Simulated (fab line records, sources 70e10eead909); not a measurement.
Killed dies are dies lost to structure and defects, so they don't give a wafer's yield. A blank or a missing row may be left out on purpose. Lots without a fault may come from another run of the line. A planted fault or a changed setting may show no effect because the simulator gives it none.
fab line records | flow nand_harc
record lots=5 wafers=15 last_day=22
route steps=1159 shown A_CONTACT@863
lots that met no fault: from a run of the same line without faults
start_h: hours from the record's first day to the start of the lot's first wafer shown | wait_h: hours since the lot's step before | " the same as in the row above | L1.1+2: a row that stands for several wafers | - no value, or no start given | * or withheld: withheld | < > ~ a bound
route shown NAME@n: a module of which the file shows steps, and the number in the route of the first | usual: mean/standard deviation of fault-free wafers | same: alike in all rows | chamber/n: place in a boat | sites: the reading at each site | _std_site: their standard deviation | _edge_site: outer sites' mean less inner sites' | radius_mm: how far each site lies from the wafer's centre | mask NAME#n: copy n | behind: the tool/chamber that last shaped the wafer | hold: why the lot was held/for how many hours/how that ended | device: the transistor (n, p or np) that didn't switch | end of line: the same wafers' tests at the end of the route | a step without rows: its recipe alone | killed: dies lost to structure and defects at the first sort, not the wafer's yield | map: a wafer's dies, x killed, . not, _ none there
set.NAME: the setting as run; set.NAME@STEP: as run at that earlier step | model.NAME: the simulator's own value behind a step, which no gauge read
lots at some steps of the route; a table a step, a row a wafer
services: from which hour (start_h, from the record's first day; less than 0 if before it) a tool's chamber was out of use, for how many hours, and why
## steps
# step NHARC_A_CONTACT_ETCH_112
# recipe source_w=withheld pressure_mtorr=20 bias_v=3000 time_s=94 target_depth_a=9220 ar_flow_sccm=withheld c4f8_flow_sccm=withheld o2_flow_sccm=withheld chemistry=C4F8/O2/Ar
# columns lot.wafer tool chamber start_h wait_h rf_hours_counter_h
L078.1 har_cap_etch-03 1 396.72 0.2 95
L078.2 " 0 " " 95
L078.4 " 1 " " -
L079.3 har_cap_etch-03 0 407.66 0.1 -
L079.4 " 1 " " -
L079.6 " 1 " " -
L084.3 har_cap_etch-03 1 426.34 0.1 -
L084.5 " 1 " " -
L084.6 " 0 " " -
L083.1 har_cap_etch-01 0 427.34 0.1 53
L083.5 " 1 " " -
L083.6 " 0 " " -
L090.2 har_cap_etch-03 0 457.12 0.2 105
L090.5 " 1 " " -
L090.6 " 0 " " -
# step NHARC_A_CONTACT_ETCH_113
# recipe source_w=withheld pressure_mtorr=20 bias_v=3000 time_s=94 target_depth_a=9220 ar_flow_sccm=withheld c4f8_flow_sccm=withheld o2_flow_sccm=withheld chemistry=C4F8/O2/Ar
# columns lot.wafer tool chamber start_h wait_h rf_hours_counter_h
L078.1 har_cap_etch-03 1 396.81 0.1 95
L078.2 " 0 " " 95
L078.4 " 1 " " -
L079.3 har_cap_etch-03 0 407.75 0.1 -
L079.4 " 1 " " -
L079.6 " 1 " " -
L084.3 har_cap_etch-03 1 426.43 0.1 -
L084.5 " 1 " " -
L084.6 " 0 " " -
L083.1 har_cap_etch-01 0 427.43 0.1 54
L083.5 " 1 " " -
L083.6 " 0 " " -
L090.2 har_cap_etch-03 0 457.21 0.1 105
L090.5 " 1 " " -
L090.6 " 0 " " -
# step NHARC_A_CONTACT_ETCH_114
# recipe source_w=withheld pressure_mtorr=20 bias_v=3000 time_s=94 target_depth_a=9220 ar_flow_sccm=withheld c4f8_flow_sccm=withheld o2_flow_sccm=withheld chemistry=C4F8/O2/Ar
# columns lot.wafer tool chamber start_h wait_h rf_hours_counter_h
L078.1 har_cap_etch-03 1 396.90 0.1 95
L078.2 " 0 " " 95
L078.4 " 1 " " -
L079.3 har_cap_etch-03 0 407.84 0.1 -
L079.4 " 1 " " -
L079.6 " 1 " " -
L084.3 har_cap_etch-03 1 426.52 0.1 -
L084.5 " 1 " " -
L084.6 " 0 " " -
L083.1 har_cap_etch-01 0 427.52 0.1 54
L083.5 " 1 " " -
L083.6 " 0 " " -
L090.2 har_cap_etch-03 0 457.30 0.1 105
L090.5 " 1 " " -
L090.6 " 0 " " -
# step NHARC_A_CONTACT_ETCH_115
# recipe source_w=withheld pressure_mtorr=20 bias_v=3000 time_s=94 target_depth_a=9220 ar_flow_sccm=withheld c4f8_flow_sccm=withheld o2_flow_sccm=withheld chemistry=C4F8/O2/Ar
# columns lot.wafer tool chamber start_h wait_h rf_hours_counter_h
L078.1 har_cap_etch-03 1 396.99 0.1 95
L078.2 " 0 " " 95
L078.4 " 1 " " -
L079.3 har_cap_etch-03 0 407.93 0.1 -
L079.4 " 1 " " -
L079.6 " 1 " " -
L084.3 har_cap_etch-03 1 426.61 0.1 -
L084.5 " 1 " " -
L084.6 " 0 " " -
L083.1 har_cap_etch-01 0 427.61 0.1 54
L083.5 " 1 " " -
L083.6 " 0 " " -
L090.2 har_cap_etch-03 0 457.39 0.1 105
L090.5 " 1 " " -
L090.6 " 0 " " -
# step NHARC_A_CONTACT_ETCH_116
# recipe source_w=withheld pressure_mtorr=20 bias_v=3000 time_s=94 target_depth_a=9220 ar_flow_sccm=withheld c4f8_flow_sccm=withheld o2_flow_sccm=withheld chemistry=C4F8/O2/Ar
# columns lot.wafer tool chamber start_h wait_h rf_hours_counter_h
L078.1 har_cap_etch-03 1 397.08 0.1 95
L078.2 " 0 " " 95
L078.4 " 1 " " -
L079.3 har_cap_etch-03 0 408.02 0.1 -
L079.4 " 1 " " -
L079.6 " 1 " " -
L084.3 har_cap_etch-03 1 426.70 0.1 -
L084.5 " 1 " " -
L084.6 " 0 " " -
L083.1 har_cap_etch-01 0 427.70 0.1 54
L083.5 " 1 " " -
L083.6 " 0 " " -
L090.2 har_cap_etch-03 0 457.49 0.1 105
L090.5 " 1 " " -
L090.6 " 0 " " -
# step NHARC_A_CONTACT_ETCH_117
# recipe source_w=withheld pressure_mtorr=20 bias_v=3000 time_s=94 target_depth_a=9220 ar_flow_sccm=withheld c4f8_flow_sccm=withheld o2_flow_sccm=withheld chemistry=C4F8/O2/Ar
# columns lot.wafer tool chamber start_h wait_h rf_hours_counter_h
L078.1 har_cap_etch-03 1 397.17 0.1 95
L078.2 " 0 " " 95
L078.4 " 1 " " -
L079.3 har_cap_etch-03 0 408.12 0.1 -
L079.4 " 1 " " -
L079.6 " 1 " " -
L084.3 har_cap_etch-03 1 426.79 0.1 -
L084.5 " 1 " " -
L084.6 " 0 " " -
L083.1 har_cap_etch-01 0 427.79 0.1 54
L083.5 " 1 " " -
L083.6 " 0 " " -
L090.2 har_cap_etch-03 0 457.58 0.1 105
L090.5 " 1 " " -
L090.6 " 0 " " -
# step NHARC_A_CONTACT_ETCH_118
# recipe source_w=withheld pressure_mtorr=20 bias_v=3000 time_s=94 target_depth_a=9220 ar_flow_sccm=withheld c4f8_flow_sccm=withheld o2_flow_sccm=withheld chemistry=C4F8/O2/Ar
# columns lot.wafer tool chamber start_h wait_h rf_hours_counter_h
L078.1 har_cap_etch-03 1 397.26 0.1 95
L078.2 " 0 " " 95
L078.4 " 1 " " -
L079.3 har_cap_etch-03 0 408.21 0.1 -
L079.4 " 1 " " -
L079.6 " 1 " " -
L084.3 har_cap_etch-03 1 426.88 0.1 -
L084.5 " 1 " " -
L084.6 " 0 " " -
L083.1 har_cap_etch-01 0 427.88 0.1 54
L083.5 " 1 " " -
L083.6 " 0 " " -
L090.2 har_cap_etch-03 0 457.67 0.1 105
L090.5 " 1 " " -
L090.6 " 0 " " -
# step NHARC_A_CONTACT_ETCH_119
# recipe source_w=withheld pressure_mtorr=20 bias_v=3000 time_s=94 target_depth_a=9220 ar_flow_sccm=withheld c4f8_flow_sccm=withheld o2_flow_sccm=withheld chemistry=C4F8/O2/Ar
# columns lot.wafer tool chamber start_h wait_h rf_hours_counter_h
L078.1 har_cap_etch-03 1 397.36 0.1 95
L078.2 " 0 " " 95
L078.4 " 1 " " -
L079.3 har_cap_etch-03 0 408.30 0.1 -
L079.4 " 1 " " -
L079.6 " 1 " " -
L084.3 har_cap_etch-03 1 426.97 0.1 -
L084.5 " 1 " " -
L084.6 " 0 " " -
L083.1 har_cap_etch-01 0 427.97 0.1 54
L083.5 " 1 " " -
L083.6 " 0 " " -
L090.2 har_cap_etch-03 0 457.76 0.1 106
L090.5 " 1 " " -
L090.6 " 0 " " -
# step NHARC_A_CONTACT_ETCH_120
# recipe source_w=withheld pressure_mtorr=20 bias_v=3000 time_s=94 target_depth_a=9220 ar_flow_sccm=withheld c4f8_flow_sccm=withheld o2_flow_sccm=withheld chemistry=C4F8/O2/Ar
# columns lot.wafer tool chamber start_h wait_h rf_hours_counter_h
L078.1 har_cap_etch-03 1 397.45 0.1 96
L078.2 " 0 " " 96
L078.4 " 1 " " -
L079.3 har_cap_etch-03 0 408.39 0.1 -
L079.4 " 1 " " -
L079.6 " 1 " " -
L084.3 har_cap_etch-03 1 427.07 0.1 -
L084.5 " 1 " " -
L084.6 " 0 " " -
L083.1 har_cap_etch-01 0 428.06 0.1 54
L083.5 " 1 " " -
L083.6 " 0 " " -
L090.2 har_cap_etch-03 0 457.85 0.1 106
L090.5 " 1 " " -
L090.6 " 0 " " -
# step NHARC_A_CONTACT_ETCH_121
# recipe source_w=withheld pressure_mtorr=20 bias_v=3000 time_s=94 target_depth_a=9220 ar_flow_sccm=withheld c4f8_flow_sccm=withheld o2_flow_sccm=withheld chemistry=C4F8/O2/Ar
# columns lot.wafer tool chamber start_h wait_h rf_hours_counter_h
L078.1 har_cap_etch-03 1 397.54 0.1 96
L078.2 " 0 " " 96
L078.4 " 1 " " -
L079.3 har_cap_etch-03 0 408.48 0.1 -
L079.4 " 1 " " -
L079.6 " 1 " " -
L084.3 har_cap_etch-03 1 427.16 0.1 -
L084.5 " 1 " " -
L084.6 " 0 " " -
L083.1 har_cap_etch-01 0 428.15 0.1 54
L083.5 " 1 " " -
L083.6 " 0 " " -
L090.2 har_cap_etch-03 0 457.94 0.1 106
L090.5 " 1 " " -
L090.6 " 0 " " -
# step NHARC_A_CONTACT_ETCH_122
# recipe source_w=withheld pressure_mtorr=20 bias_v=3000 time_s=95 target_depth_a=9300 ar_flow_sccm=withheld c4f8_flow_sccm=withheld o2_flow_sccm=withheld chemistry=C4F8/O2/Ar
# columns lot.wafer tool chamber start_h wait_h rf_hours_counter_h
L078.1 har_cap_etch-03 1 397.63 0.1 96
L078.2 " 0 " " 96
L078.4 " 1 " " -
L079.3 har_cap_etch-03 0 408.57 0.1 -
L079.4 " 1 " " -
L079.6 " 1 " " -
L084.3 har_cap_etch-03 1 427.25 0.1 -
L084.5 " 1 " " -
L084.6 " 0 " " -
L083.1 har_cap_etch-01 0 428.24 0.1 54
L083.5 " 1 " " -
L083.6 " 0 " " -
L090.2 har_cap_etch-03 0 458.03 0.1 106
L090.5 " 1 " " -
L090.6 " 0 " " -
# step NHARC_A_CONTACT_ETCH_123
# recipe source_w=withheld pressure_mtorr=20 bias_v=400 time_s=253 target_depth_a=10900 ar_flow_sccm=withheld c4f8_flow_sccm=11.5 o2_flow_sccm=7.2 chemistry=C4F8/O2/Ar
# columns lot.wafer tool chamber start_h wait_h rf_hours_counter_h
L078.1 har_cap_etch-03 1 397.72 0.1 96
L078.2 " 0 " " 96
L078.4 " 1 " " -
L079.3 har_cap_etch-03 0 408.74 0.2 -
L079.4 " 1 " " -
L079.6 " 1 " " -
L084.3 har_cap_etch-03 1 427.42 0.2 -
L084.5 " 1 " " -
L084.6 " 0 " " -
L083.1 har_cap_etch-01 0 428.37 0.1 54
L083.5 " 1 " " -
L083.6 " 0 " " -
L090.2 har_cap_etch-03 0 458.16 0.1 106
L090.5 " 1 " " -
L090.6 " 0 " " -
# step NHARC_A_CONTACT_ETCH_90
# recipe target_depth_a=400 over_etch_frac=0.5 time_s=85.7 ion_energy_ev=120 ch3f_flow_sccm=50 o2_flow_sccm=30 ar_flow_sccm=200 rf_w=500 bias_w=100 chemistry=CH3F/O2
# usual drypump_motor_current_A=5.70/0.25 oes_product_au=0.94/0.032 rf_vpp_V=243.8/1.6 showerhead_plenum_p_Torr=2.42/0.094 throttle_valve_pct=20.664/0.0082
# columns lot.wafer tool chamber start_h wait_h drypump_motor_current_A oes_product_au rf_hours_counter_h rf_vpp_V showerhead_plenum_p_Torr throttle_valve_pct
L078.1 rie_diel-08 2 398.32 0.5 5.36 0.93 18 241.6 2.30 20.661
L078.2 " 3 " " 5.98 0.93 17 242.1 2.39 20.665
L078.4 " 1 " " 5.93 0.93 18 245.8 2.55 20.663
L079.3 rie_diel-08 3 409.24 0.5 5.99 0.92 19 243.4 2.39 20.650
L079.4 " 0 " " 5.57 0.94 20 245.1 2.41 20.664
L079.6 " 3 " " 6.00 0.92 - 243.6 2.39 20.667
L084.3 rie_diel-11 2 427.94 0.5 5.60 0.92 15 243.9 2.36 20.667
L084.6 " 0 " " 5.44 0.92 - 246.0 2.57 20.656
L084.5 " 1 " " 5.77 0.90 - 243.8 2.39 20.664
L083.1 rie_diel-08 0 428.98 0.6 5.56 0.93 26 243.9 2.40 20.664
L083.5 " 2 " " 5.36 0.92 - 240.1 2.30 20.673
L083.6 " 1 " " 5.93 0.92 - 245.3 2.55 20.654
L090.2 rie_diel-08 0 458.73 0.5 5.58 0.93 34 244.8 2.40 20.668
L090.5 " 3 " " 6.01 0.92 - 244.4 2.39 20.679
L090.6 " 0 " " 5.60 0.92 - 242.7 2.40 20.669
# step NHARC_A_CONTACT_ETCH_96
# recipe target_depth_a=200 over_etch_frac=0.5 time_s=10 ion_energy_ev=250 c4f6_flow_sccm=25 o2_flow_sccm=20 ar_flow_sccm=500 rf_w=600 bias_w=500 chemistry=C4F6/O2
# usual drypump_motor_current_A=5.72/0.24 oes_product_au=0.964/0.025 rf_vpp_V=545.7/3 showerhead_plenum_p_Torr=3.87/0.14 throttle_valve_pct=26.902/0.0093
# columns lot.wafer tool chamber start_h wait_h drypump_motor_current_A oes_product_au rf_hours_counter_h rf_vpp_V showerhead_plenum_p_Torr throttle_valve_pct
L078.2 rie_diel-08 0 - - 5.59 0.952 18 545.5 3.85 26.911
L078.1 " 1 " " 5.93 0.932 18 548.1 4.07 26.912
L078.4 " 2 " " 5.39 0.952 18 543.3 3.69 26.894
L079.3 rie_diel-08 2 - - 5.34 0.945 19 542.3 3.69 26.900
L079.4 " 3 " " 6.00 0.945 19 544.5 3.82 26.891
L079.6 " 2 " " 5.40 0.937 - 542.9 3.69 26.905
L084.3 rie_diel-11 0 - - 5.44 0.956 19 550.3 4.09 26.899
L084.6 " 2 " " 5.61 0.932 - 544.4 3.77 26.895
L084.5 " 3 " " 5.82 0.940 - 549.5 4.04 26.903
L083.1 rie_diel-08 0 429.14 0.1 5.61 0.975 26 544.0 3.84 26.887
L083.5 " 1 " " 5.91 0.968 - 550.9 4.06 26.910
L083.6 " 0 " " 5.62 0.980 - 546.3 3.84 26.910
L090.2 rie_diel-08 1 - - 5.92 0.975 31 549.0 4.06 26.895
L090.6 " 3 " " 5.99 0.968 - 543.3 3.82 26.909
L090.5 " 0 " " 5.56 0.980 - 544.2 3.84 26.904
# step NHARC_A_CONTACT_CD_MEAS_53
# usual cd_nm=189.5/0.83
# columns lot.wafer tool chamber start_h wait_h cd_nm
L078.1 cd_sem-02 - 398.54 - 188.7
L078.2 " - " " 188.8
L078.4 " - " " 189.0
L079.3 cd_sem-01 - 409.45 - 189.2
L079.4 " - " " 189.9
L079.6 " - " " 189.8
L084.3 cd_sem-02 - 428.14 - 189.1
L084.5 " - " " 190.0
L084.6 " - " " 189.9
L083.1 cd_sem-02 - 429.21 - 191.1
L083.5 " - " " 189.6
L083.6 " - " " 189.3
L090.2 cd_sem-03 - 458.94 - 190.0
L090.5 " - " " 188.7
L090.6 " - " " 189.0
# step NHARC_A_CONTACT_STRIP_99
# recipe n2_flow_sccm=150 h2_flow_sccm=150 ar_flow_sccm=0 bias_w=0 chemistry=N2/H2
# columns lot.wafer tool chamber start_h wait_h
L078.1+2+4 rie_diel-08 3,0,1 398.61 0.1
L079.4+3+6 rie_diel-08 0,3,0 409.52 0.1
L084.3+6+5 rie_diel-11 0,1,2 428.24 0.1
L083.1+6+5 rie_diel-01 0,1,3 429.32 0.1
L090.2+5+6 rie_diel-08 0,1,2 459.06 0.1
# step NHARC_A_CONTACT_STRIP_100
# recipe cf4_flow_sccm=100 chf3_flow_sccm=30 ar_flow_sccm=0 bias_w=0 chemistry=CF4/CHF3
# columns lot.wafer tool chamber start_h wait_h
L078.2+1+4 rie_diel-08 0,1,3 398.71 0.1
L079.3+4+6 rie_diel-08 2,0,2 409.62 0.1
L084.3+6+5 rie_diel-11 1,1,2 428.43 0.2
L083.1+6+5 rie_diel-01 0,0,1 429.40 0.1
L090.2+5+6 rie_diel-08 2,0,1 459.18 0.1
# step NHARC_A_CONTACT_STRIP_101
# recipe o2_flow_sccm=400 cos_flow_sccm=20 ar_flow_sccm=0 bias_w=0 chemistry=O2/COS
# columns lot.wafer tool chamber start_h wait_h
L078.2+1+4 rie_diel-08 1,2,3 398.77 0.1
L079.4+3+6 rie_diel-08 2,3,2 409.68 0.0
L084.3+5+6 rie_diel-11 2,0,1 428.50 0.1
L083.1+6+5 rie_diel-01 0,1,3 429.48 0.1
L090.2+6+5 rie_diel-08 3,0,1 459.26 0.1
# step NHARC_A_CONTACT_ETCH_102
# recipe target_depth_a=700 overetch_a=70 time_s=38.5 ion_energy_ev=100 cf4_flow_sccm=80 o2_flow_sccm=20 ar_flow_sccm=0 rf_w=300 bias_w=100 chemistry=CF4/O2
# usual drypump_motor_current_A=5.70/0.25 oes_product_au=0.996/0.013 rf_vpp_V=197.6/1.4 showerhead_plenum_p_Torr=1.32/0.054 throttle_valve_pct=13.398/0.0091
# columns lot.wafer tool chamber start_h wait_h drypump_motor_current_A oes_product_au rf_hours_counter_h rf_vpp_V showerhead_plenum_p_Torr throttle_valve_pct
L078.2 rie_diel-08 0 398.83 0.1 5.53 0.995 18 198.2 1.31 13.405
L078.1 " 1 " " 5.93 0.990 18 201.2 1.39 13.382
L078.4 " 2 " " 5.35 0.994 18 195.9 1.25 13.399
L079.4 rie_diel-08 2 409.74 0.1 5.36 0.980 19 195.5 1.25 13.386
L079.3 " 3 " " 5.99 0.986 19 196.1 1.30 13.395
L079.6 " 2 " " 5.33 0.989 - 195.9 1.25 13.407
L084.3 rie_diel-11 1 428.56 0.1 5.79 0.989 17 198.3 1.29 13.388
L084.6 " 3 " " 5.81 1.000 - 197.1 1.38 13.405
L084.5 " 0 " " 5.45 1.006 - 199.2 1.39 13.387
L083.1 rie_diel-01 0 429.55 0.1 5.35 0.974 40 197.3 1.35 13.395
L083.6 " 3 " " 6.06 0.986 - 199.2 1.35 13.390
L083.5 " 0 " " 5.35 0.987 - 198.4 1.35 13.406
L090.2 rie_diel-08 0 459.40 0.1 5.58 1.000 34 195.8 1.30 13.394
L090.5 " 1 " " 5.92 0.999 - 197.9 1.38 13.403
L090.6 " 2 " " 5.34 1.000 - 195.7 1.25 13.405
# step NHARC_A_CONTACT_STRIP_55
# recipe o2_flow_sccm=500 ar_flow_sccm=0 bias_w=0 chemistry=O2
# usual drypump_motor_current_A=5.72/0.24 oes_product_au=0.997/0.012 rf_vpp_V=57.8/0.9 showerhead_plenum_p_Torr=3.48/0.13 throttle_valve_pct=17.035/0.0097
# columns lot.wafer tool chamber start_h wait_h drypump_motor_current_A oes_product_au rf_hours_counter_h rf_vpp_V showerhead_plenum_p_Torr throttle_valve_pct
L078.2 rie_diel-08 3 - - 5.99 0.990 18 56.7 3.44 17.041
L078.4 " 0 " " 5.60 0.992 18 56.8 3.46 17.033
L078.1 " 2 " " 5.34 0.978 18 57.5 3.31 17.021
L079.4 rie_diel-08 2 - - 5.34 0.998 19 57.4 3.31 17.044
L079.3 " 0 " " 5.59 1.004 20 59.4 3.46 17.053
L079.6 " 1 " " 5.93 1.003 - 58.8 3.66 17.027
L084.3 rie_diel-11 3 - - 5.82 0.994 19 58.0 3.63 17.049
L084.5 " 0 " " 5.44 1.001 - 58.4 3.68 17.044
L084.6 " 1 " " 5.80 0.975 - 57.2 3.43 17.010
L083.1 rie_diel-01 1 - - 5.88 1.018 38 58.3 3.31 17.027
L083.6 " 0 " " 5.38 0.986 - 56.9 3.56 17.029
L083.5 " 3 " " 6.09 0.987 - 57.7 3.56 17.051
L090.2 rie_diel-08 3 - - 5.94 0.992 23 56.7 3.43 17.025
L090.6 " 1 " " 5.93 0.997 - 58.2 3.65 17.022
L090.5 " 2 " " 5.37 0.996 - 58.2 3.30 17.031
# step NHARC_A_CONTACT_STRIP_56
# recipe time_s=600 temp_c=30 chemistry=post_etch_residue_remover
# usual bath_heat_duty_pct=12.8/1.5
# columns lot.wafer tool chamber start_h wait_h bath_heat_duty_pct
L078.4 wet_bench-06 0 399.21 - 11.0
L078.2 " 2 " " 13.6
L078.1 " 5 " " 14.4
L079.3 wet_bench-05 2 410.13 - 14.6
L079.6 " 4 " " 13.3
L079.4 " 5 " " 14.1
L084.3 wet_bench-02 4 428.99 - 12.5
L084.5 " 6 " " 12.4
L084.6 " 7 " " 12.1
L083.5 wet_bench-05 6 430.01 - 11.6
L083.6 " 7 " " 15.1
L083.1 " 0 " " 13.5
L090.5 wet_bench-02 5 459.88 - 9.1
L090.2 " 6 " " 11.5
L090.6 " 7 " " 10.7
# step NHARC_A_CONTACT_DEP_57
# recipe target_thk_a=28000 temp_c=400 material=aC
# usual throttle_valve_pct=35.001/0.0093
# columns lot.wafer tool chamber start_h wait_h throttle_valve_pct
L078.1 acl_dep-01 0 399.48 - 34.998
L078.2 " 0 " " 34.999
L078.4 " 0 " " 34.989
L079.3 acl_dep-01 0 414.95 - 34.992
L079.4 " 0 " " 34.989
L079.6 " 0 " " 35.000
L084.3 acl_dep-02 0 429.81 - 34.993
L084.5 " 0 " " 35.000
L084.6 " 0 " " 34.998
L083.1 acl_dep-03 0 431.14 - 34.991
L083.5 " 0 432.29 - 35.009
L083.6 " 0 " " 35.014
L090.2 acl_dep-03 0 463.94 - 35.005
L090.5 " 0 " " 34.998
L090.6 " 0 " " 35.002
# step NHARC_A_CONTACT_DEP_58
# recipe target_thk_a=600 target_thk_nm=60 temp_c=400 pressure_torr=3.5 flow_sccm=200 rf_w=350 material=SiON
# usual heater_power_w=773/110
# columns lot.wafer tool chamber start_h wait_h heater_power_w
L078.2 pecvd-03 1 401.23 1.2 726
L078.1 " 0 " " 867
L078.4 " 0 " " 844
L079.3 pecvd-01 1 416.12 0.9 651
L079.6 " 2 " " 907
L079.4 " 0 " " 631
L084.3 pecvd-03 2 431.02 0.9 707
L084.6 " 0 " " 844
L084.5 " 2 " " 706
L083.1 pecvd-04 0 433.05 1.6 877
L083.5 " 0 " " 885
L083.6 " 2 " " 698
L090.2 pecvd-01 0 465.38 1.2 665
L090.6 " 1 " " 676
L090.5 " 2 " " 1028
# step NHARC_A_CONTACT_DEHYDRATE_59
# recipe temp_c=150 time_s=120
# columns lot.wafer tool chamber start_h wait_h
L078.1+2+4 litho_track-01 0 401.50 0.2
L079.3+4+6 litho_track-01 0 416.39 0.2
L084.3+5+6 litho_track-04 0 431.24 0.2
L083.1+5+6 litho_track-06 0 433.32 0.2
L090.2+5+6 litho_track-06 0 465.66 0.2
# step NHARC_A_CONTACT_HMDS_60
# recipe time_s=30
# columns lot.wafer tool chamber start_h wait_h
L078.1+2+4 litho_track-01 0 - -
L079.3+4+6 litho_track-01 0 - -
L084.3+5+6 litho_track-04 0 - -
L083.1+5+6 litho_track-06 0 - -
L090.2+5+6 litho_track-06 0 - -
# step NHARC_A_CONTACT_COAT_61
# recipe temp_c=260 time_s=75
# columns lot.wafer tool chamber start_h wait_h
L078.1+2+4 litho_track-01 0 - -
L079.3+4+6 litho_track-01 0 - -
L084.3+5+6 litho_track-04 0 - -
L083.1+5+6 litho_track-06 0 - -
L090.2+5+6 litho_track-06 0 - -
# step NHARC_A_CONTACT_COAT_62
# recipe temp_c=225 time_s=65
# columns lot.wafer tool chamber start_h wait_h
L078.1+2+4 litho_track-01 0 - -
L079.3+4+6 litho_track-01 0 - -
L084.3+5+6 litho_track-04 0 - -
L083.1+5+6 litho_track-06 0 - -
L090.2+5+6 litho_track-06 0 - -
# step NHARC_A_CONTACT_COAT_63
# recipe spin_rpm=1500 resist_thk_nm=90
# columns lot.wafer tool chamber start_h wait_h
L078.1+2+4 litho_track-01 0 - -
L079.3+4+6 litho_track-01 0 - -
L084.3+5+6 litho_track-04 0 - -
L083.1+5+6 litho_track-06 0 - -
L090.2+5+6 litho_track-06 0 - -
# step NHARC_A_CONTACT_SOFTBAKE_64
# recipe temp_c=105 time_s=55
# columns lot.wafer tool chamber start_h wait_h
L078.1+2+4 litho_track-01 0 - -
L079.3+4+6 litho_track-01 0 - -
L084.3+5+6 litho_track-04 0 - -
L083.1+5+6 litho_track-06 0 - -
L090.2+5+6 litho_track-06 0 - -
# step NHARC_A_CONTACT_EBR_65
# columns lot.wafer tool chamber start_h wait_h
L078.1+2+4 litho_track-01 0 - -
L079.3+4+6 litho_track-01 0 - -
L084.3+5+6 litho_track-04 0 - -
L083.1+5+6 litho_track-06 0 - -
L090.2+5+6 litho_track-06 0 - -
# step NHARC_A_CONTACT_EXPOSE_66
# recipe na=1.35 sigma_outer=0.8 dose_mj=59.02 mask_id=A_CC_2
# usual reticle_temp_C=22.99/0.099
# columns lot.wafer tool chamber start_h wait_h mask reticle_temp_C
L078.1 arfi_scanner-02 0 401.69 - A_CC_2#0 22.97
L078.2 " 0 " " A_CC_2#0 23.19
L078.4 " 0 " " A_CC_2#0 23.02
L079.3 arfi_scanner-02 0 416.58 - A_CC_2#0 23.00
L079.4 " 0 " " A_CC_2#0 23.07
L079.6 " 0 " " A_CC_2#0 23.07
L084.3 arfi_scanner-03 0 431.43 - A_CC_2#0 22.98
L084.5 " 0 " " A_CC_2#0 23.04
L084.6 " 0 " " A_CC_2#0 23.01
L083.1 arfi_scanner-01 0 433.63 - A_CC_2#0 22.96
L083.5 " 0 " " A_CC_2#0 22.91
L083.6 " 0 " " A_CC_2#0 22.85
L090.2 arfi_scanner-01 0 465.97 - A_CC_2#0 23.12
L090.5 " 0 " " A_CC_2#0 23.04
L090.6 " 0 " " A_CC_2#0 23.13
# step NHARC_A_CONTACT_PEB_67
# recipe peb_temp_c=100 peb_time_s=65
# columns lot.wafer tool chamber start_h wait_h
L078.1+2+4 litho_track-04 0 401.75 0.1
L079.3+4+6 litho_track-01 0 416.63 0.0
L084.3+5+6 litho_track-06 0 431.49 0.0
L083.1+5+6 litho_track-06 0 433.69 0.1
L090.2+5+6 litho_track-06 0 466.03 0.1
# step NHARC_A_CONTACT_DEVELOP_68
# recipe develop_time_s=35 dev_temp_c=23
# columns lot.wafer tool chamber start_h wait_h
L078.1+2+4 litho_track-04 0 - -
L079.3+4+6 litho_track-01 0 - -
L084.3+5+6 litho_track-06 0 - -
L083.1+5+6 litho_track-06 0 - -
L090.2+5+6 litho_track-06 0 - -
# step NHARC_A_CONTACT_CD_MEAS_69
# recipe target_cd_nm=200 landing_energy_ev=500
# usual cd_nm=200.4/0.71
# columns lot.wafer tool chamber start_h wait_h cd_nm
L078.1 cd_sem-01 0 401.83 - 201.2
L078.2 " 0 " " 200.8
L078.4 " 0 " " 201.7
L079.3 cd_sem-01 0 416.72 - 200.5
L079.4 " 0 " " 200.4
L079.6 " 0 " " 200.6
L084.3 cd_sem-01 0 431.57 - 200.3
L084.5 " 0 " " 200.4
L084.6 " 0 " " 199.7
L083.1 cd_sem-03 0 433.77 - 199.8
L083.5 " 0 " " 199.9
L083.6 " 0 " " 200.6
L090.2 cd_sem-01 0 466.11 - 200.4
L090.5 " 0 " " 199.5
L090.6 " 0 " " 199.9
# step NHARC_A_CONTACT_OVL_MEAS_70
# usual overlay_x_nm=0.0/0.6 overlay_y_nm=0.1/0.8
# columns lot.wafer tool chamber start_h wait_h overlay_x_nm overlay_y_nm
L078.1 overlay-02 - 401.92 - -0.3 1.9
L078.2 " - " " -0.5 1.6
L078.4 " - " " -0.8 1.7
L079.3 overlay-01 - 416.80 - -0.3 0.2
L079.4 " - " " -0.4 0.7
L079.6 " - " " -0.4 0.9
L084.3 overlay-02 - 431.65 - 0.1 -0.7
L084.5 " - " " 0.8 -0.4
L084.6 " - " " 1.4 -0.6
L083.1 overlay-02 - 433.87 - 0.1 1.1
L083.5 " - " " 0.6 1.1
L083.6 " - " " 0.1 1.7
L090.2 overlay-01 - 466.19 - 0.3 -0.3
L090.5 " - " " 0.8 0.1
L090.6 " - " " 0.7 -0.6
# step NHARC_A_CONTACT_INSPECT_71
# usual raw_defect_count=27/11
# columns lot.wafer tool chamber start_h wait_h raw_defect_count
L078.1 defect_inspect-02 - 401.95 0.0 21
L078.2 " - " " 22
L078.4 " - " " 19
L079.3 defect_inspect-02 - 416.84 0.0 17
L079.4 " - " " 23
L079.6 " - " " 25
L084.3 defect_inspect-02 - 431.69 0.0 10
L084.5 " - " " 7
L084.6 " - " " 12
L083.1 defect_inspect-01 - 433.91 0.0 21
L083.5 " - " " 28
L083.6 " - " " 33
L090.2 defect_inspect-02 - 466.23 0.0 36
L090.5 " - " " 29
L090.6 " - " " 29
## services
# columns tool chamber start_h hours kind
wet_bench-05 - 372.90 8.0 pm
rie_diel-11 2 375.05 1.5 repair
pecvd-04 - 376.56 13.0 pm
rie_diel-08 0 384.41 - clean
rie_diel-08 1 384.41 - clean
rie_diel-08 2 384.41 - clean
rie_diel-08 3 384.41 - clean
arfi_scanner-01 - 392.24 1.9 repair
pecvd-03 - 394.27 2.7 repair
acl_dep-03 - 407.08 13.0 pm
rie_diel-08 0 408.91 - clean
rie_diel-08 1 408.91 - clean
rie_diel-08 2 408.91 - clean
rie_diel-08 3 408.91 - clean
pecvd-01 - 418.07 13.0 pm
rie_diel-01 2 423.97 50.2 repair
arfi_scanner-02 - 428.00 4.0 pm
pecvd-03 2 431.30 3.2 repair
rie_diel-08 0 433.41 - clean
rie_diel-08 1 437.38 8.4 repair
litho_track-01 - 443.00 7.0 pm
har_cap_etch-03 - 446.99 7.1 repair
rie_diel-08 2 461.42 1.3 repair
arfi_scanner-03 - 465.70 1.2 repair
## key
fault none
